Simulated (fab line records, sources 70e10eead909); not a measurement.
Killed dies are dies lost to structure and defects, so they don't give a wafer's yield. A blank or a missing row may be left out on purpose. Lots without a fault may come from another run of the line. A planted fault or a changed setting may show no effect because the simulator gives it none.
Problem report in the 8D (eight disciplines) form, filled by code | flow nand_harc | the parts of the form that need people (team, actions taken, sign-off) are left out

1. THE PROBLEM
time_to_endpoint_s at NHARC_P_CONTACT_CMP_24 reads a mean of 21.8 s on 6 wafers of 2 lots; wafers without a fault read 39.6 s with a standard deviation of 3. That is -5.9 standard deviations from the usual mean.
The step: polishes, t overpolish 30 s, target thk 200 nm.
First seen on wafer L796.2, day 10 21:53, on cmp-03. The record holds 39 wafers of 13 lots with a number at this step. Rule for "out", or "out of limits": more than 4 standard deviations from the usual mean. The other wafers with a number count as sound.

2. WHAT IT IS AND WHAT IT IS NOT
question                    | is                     | is not
which readings at this step | time_to_endpoint_s     | motor_current_A, overpolish_run_s, slurry_filter_dp_kPa, slurry_flow_ml_min
which lots                  | L796, L798             | L785, L787, L788, L799, L801, L802, L803, L804, L805, L806, L807
which wafers of those lots  | all that have a number | -
read on which tools         | cmp-03                 | cmp-01, cmp-02
when                        | from day 10 21:53      | up to then (9 sound wafers); but 24 sound wafers of L799, L801, L802, L803, L804, L805, L806, L807 came after

3. SUSPECTS, AND WHAT RULES EACH OUT
Counting: a tool at a process step up to the reading stays a suspect if it ran every lot that is out and no sound lot after the first of them.
- rie_diel-01 at NHARC_P_CONTACT_ETCH_18 (etches the open film in C4F8/O2/Ar, target depth 481 nm, time 240.5 s): ruled out as a lasting fault. Sound lots L801, L806 ran on it after its first lot that is out, L796 (day 10 21:53). NHARC_P_CONTACT_ETCH_18 gives no start for some lots, so the hours and the order of its lots are those of NHARC_P_CONTACT_CMP_24.
- cmp-03 at NHARC_P_CONTACT_CMP_24 (polishes, t overpolish 30 s, target thk 200 nm): ruled out as a lasting fault. Sound lots L805 ran on it after its first lot that is out, L796 (day 10 21:53).
Left after counting: nothing in the record.

4. THE CAUSE (what the simulator had put in)
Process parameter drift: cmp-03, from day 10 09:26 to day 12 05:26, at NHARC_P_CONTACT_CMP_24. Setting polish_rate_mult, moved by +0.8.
Counting ruled it out, wrongly.

5. THE CHAIN OF EFFECTS, in route order
Each row: a reading whose mean over the struck wafers that have a number lies more than 3 standard deviations from the usual. Only readings for which the record gives a usual standard deviation are gone through. hours: the time from each lot's start at the first step in this table that gives one to its start at this step, as a median over the lots. sigmas: the change in usual standard deviations.
hours | step                   | reading            | usual  | on struck wafers | change | sigmas
0     | NHARC_P_CONTACT_CMP_24 | time_to_endpoint_s | 39.6 s | 21.8             | -17.8  | -5.9
The process steps in it:
- NHARC_P_CONTACT_CMP_24: polishes, t overpolish 30 s, target thk 200 nm.
Later measuring or inspecting steps at which every struck wafer that the step has a row for has a number for every such reading, and none has moved that far: NHARC_END_SORT_01.

6. WHAT WOULD HAVE CAUGHT IT SOONER
In this record the first reading out of limits was taken at day 10 21:53, 12 hours after the fault began at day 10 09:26.
